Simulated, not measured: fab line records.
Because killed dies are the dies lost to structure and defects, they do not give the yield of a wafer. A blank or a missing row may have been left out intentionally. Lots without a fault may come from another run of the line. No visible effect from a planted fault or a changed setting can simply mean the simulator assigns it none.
Split-lot study :: flow n5 finfet :: 7 lots, 21 wafers read, on a route of 1938 steps

SPLIT DETAILS
At N5_BEOL_M0_SAQP_COAT_08 (resist thk 90 nm), the setting spin rpm was moved away from the recipe's 1500 rpm on 11 of the 21 wafers read, by -3.5% to +10.4%. The other wafers ran this setting at the recipe's value.

FROM THE SPLIT TO THE READING: what the file shows between them, 6 steps
- N5_BEOL_M0_SAQP_EBR_10
- N5_BEOL_M0_SAQP_SOFTBAKE_09: time 60 s
- N5_BEOL_M0_SAQP_EXPOSE_11: exposes mask M0 CORE, target cd 42 nm
- N5_BEOL_M0_SAQP_PEB_12: peb time 60 s
- N5_BEOL_M0_SAQP_DEVELOP_13: develop time 30 s
- N5_BEOL_M0_SAQP_DESCUM_19: chemistry O2, time 7.9 s

THE READING
CAR-ArF_of_BEOL_M0_SAQP_COAT_08.thk nm (the simulator's own value, which no gauge read), in nm, at N5_BEOL_M0_SAQP_ETCH_83 (etches SiARC in CF4, target depth 39 nm, time 65 s). The file does not state a usual value for it. Average 55.4 nm, standard deviation 0.26 nm, over the 10 wafers here run with the recipe.

wafer: L074.3
tool, chamber at the split: litho track-01, 0
spin rpm as run, rpm: 1449
against the recipe: -3.4%
CAR-ArF_of_BEOL_M0_SAQP_COAT_08.thk nm, nm: 56.6
against lot-mates on the recipe: +1.4

wafer: L074.5
tool, chamber at the split: litho track-01, 0
spin rpm as run, rpm: 1449
against the recipe: -3.4%
CAR-ArF_of_BEOL_M0_SAQP_COAT_08.thk nm, nm: 57
against lot-mates on the recipe: +1.8

wafer: L074.6
tool, chamber at the split: litho track-01, 0
spin rpm as run, rpm: 1500
against the recipe: recipe
CAR-ArF_of_BEOL_M0_SAQP_COAT_08.thk nm, nm: 55.2
against lot-mates on the recipe: -

wafer: L079.1
tool, chamber at the split: litho track-01, 0
spin rpm as run, rpm: 1500
against the recipe: recipe
CAR-ArF_of_BEOL_M0_SAQP_COAT_08.thk nm, nm: 55
against lot-mates on the recipe: -

wafer: L079.2
tool, chamber at the split: litho track-01, 0
spin rpm as run, rpm: 1500
against the recipe: recipe
CAR-ArF_of_BEOL_M0_SAQP_COAT_08.thk nm, nm: 55.4
against lot-mates on the recipe: -

wafer: L079.4
tool, chamber at the split: litho track-01, 0
spin rpm as run, rpm: 1500
against the recipe: recipe
CAR-ArF_of_BEOL_M0_SAQP_COAT_08.thk nm, nm: 55.2
against lot-mates on the recipe: -

wafer: L081.2
tool, chamber at the split: litho track-04, 0
spin rpm as run, rpm: 1500
against the recipe: recipe
CAR-ArF_of_BEOL_M0_SAQP_COAT_08.thk nm, nm: 55.4
against lot-mates on the recipe: -

wafer: L081.4
tool, chamber at the split: litho track-04, 0
spin rpm as run, rpm: 1447
against the recipe: -3.5%
CAR-ArF_of_BEOL_M0_SAQP_COAT_08.thk nm, nm: 57.2
against lot-mates on the recipe: +1.8

wafer: L081.6
tool, chamber at the split: litho track-04, 0
spin rpm as run, rpm: 1447
against the recipe: -3.5%
CAR-ArF_of_BEOL_M0_SAQP_COAT_08.thk nm, nm: 57
against lot-mates on the recipe: +1.6

wafer: L082.2
tool, chamber at the split: litho track-04, 0
spin rpm as run, rpm: 1500
against the recipe: recipe
CAR-ArF_of_BEOL_M0_SAQP_COAT_08.thk nm, nm: 55.6
against lot-mates on the recipe: -

wafer: L082.3
tool, chamber at the split: litho track-04, 0
spin rpm as run, rpm: 1500
against the recipe: recipe
CAR-ArF_of_BEOL_M0_SAQP_COAT_08.thk nm, nm: 55.2
against lot-mates on the recipe: -

wafer: L082.6
tool, chamber at the split: litho track-04, 0
spin rpm as run, rpm: 1582
against the recipe: +5.5%
CAR-ArF_of_BEOL_M0_SAQP_COAT_08.thk nm, nm: 53
against lot-mates on the recipe: -2.4

wafer: L084.2
tool, chamber at the split: litho track-01, 0
spin rpm as run, rpm: 1500
against the recipe: recipe
CAR-ArF_of_BEOL_M0_SAQP_COAT_08.thk nm, nm: 55.8
against lot-mates on the recipe: -

wafer: L084.4
tool, chamber at the split: litho track-01, 0
spin rpm as run, rpm: 1641
against the recipe: +9.4%
CAR-ArF_of_BEOL_M0_SAQP_COAT_08.thk nm, nm: 51.4
against lot-mates on the recipe: -4.4

wafer: L084.5
tool, chamber at the split: litho track-01, 0
spin rpm as run, rpm: 1641
against the recipe: +9.4%
CAR-ArF_of_BEOL_M0_SAQP_COAT_08.thk nm, nm: 51.4
against lot-mates on the recipe: -4.4

wafer: L086.2
tool, chamber at the split: litho track-04, 0
spin rpm as run, rpm: 1601
against the recipe: +6.7%
CAR-ArF_of_BEOL_M0_SAQP_COAT_08.thk nm, nm: 53
against lot-mates on the recipe: -2.8

wafer: L086.4
tool, chamber at the split: litho track-04, 0
spin rpm as run, rpm: 1601
against the recipe: +6.7%
CAR-ArF_of_BEOL_M0_SAQP_COAT_08.thk nm, nm: 53
against lot-mates on the recipe: -2.8

wafer: L086.6
tool, chamber at the split: litho track-04, 0
spin rpm as run, rpm: 1500
against the recipe: recipe
CAR-ArF_of_BEOL_M0_SAQP_COAT_08.thk nm, nm: 55.8
against lot-mates on the recipe: -

wafer: L096.1
tool, chamber at the split: litho track-04, 0
spin rpm as run, rpm: 1500
against the recipe: recipe
CAR-ArF_of_BEOL_M0_SAQP_COAT_08.thk nm, nm: 55.2
against lot-mates on the recipe: -

wafer: L096.4
tool, chamber at the split: litho track-04, 0
spin rpm as run, rpm: 1656
against the recipe: +10.4%
CAR-ArF_of_BEOL_M0_SAQP_COAT_08.thk nm, nm: 51
against lot-mates on the recipe: -4.2

wafer: L096.5
tool, chamber at the split: litho track-04, 0
spin rpm as run, rpm: 1656
against the recipe: +10.4%
CAR-ArF_of_BEOL_M0_SAQP_COAT_08.thk nm, nm: 50.8
against lot-mates on the recipe: -4.4

THE FIT
A straight line over all 21 wafers: CAR-ArF_of_BEOL_M0_SAQP_COAT_08.thk nm changes by -0.422 nm for each +1% of spin rpm; r = -0.99; the points scatter about the line by 0.26 nm.
The same after taking each lot's own level away (the mean of its wafers on the recipe; 21 wafers): -0.441 nm for each +1%; r = -1.00; scatter 0.19 nm.
That fit puts the effect of the largest move of spin rpm on the reading at 4.6 nm.
The lots' own levels span 55.20 to 55.80 nm, that is 2.3 times the standard deviation above.
So the lot-to-lot level changes the slope little: the two slopes agree.
Check: -4.63 nm against its lot-mates is what the line predicts for one of the wafers moved furthest among these (+10.4%) when that wafer is left out of the fit. Against them it came out at -4.2 nm.

THE WHOLE CHAIN: every reading that the file lists as answering this split, in the file's order
step: N5_BEOL_M0_SAQP_COAT_08
what it does: resist thk 90 nm
reading: CAR-ArF_of_BEOL_M0_SAQP_COAT_08.thk nm (the simulator's own value, which no gauge read)
change (the file's fit): -0.413 nm for each +1% of the setting
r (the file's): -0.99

step: N5_BEOL_M0_SAQP_DEVELOP_13
what it does: develop time 30 s
reading: CAR-ArF_of_BEOL_M0_SAQP_COAT_08.thk nm (the simulator's own value, which no gauge read)
change (the file's fit): -0.425 nm for each +1% of the setting
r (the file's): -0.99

step: N5_BEOL_M0_SAQP_DESCUM_19
what it does: chemistry O2, time 7.9 s
reading: CAR-ArF_of_BEOL_M0_SAQP_COAT_08.thk nm (the simulator's own value, which no gauge read)
change (the file's fit): -0.427 nm for each +1% of the setting
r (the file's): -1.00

step: N5_BEOL_M0_SAQP_ETCH_83
what it does: etches SiARC in CF4, target depth 39 nm, time 65 s
reading: CAR-ArF_of_BEOL_M0_SAQP_COAT_08.thk nm (the simulator's own value, which no gauge read)
change (the file's fit): -0.438 nm for each +1% of the setting
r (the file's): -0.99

THE FILE'S OWN FIT
CAR-ArF_of_BEOL_M0_SAQP_COAT_08.thk nm changes by -0.438 nm for each +1% of spin rpm, r = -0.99.
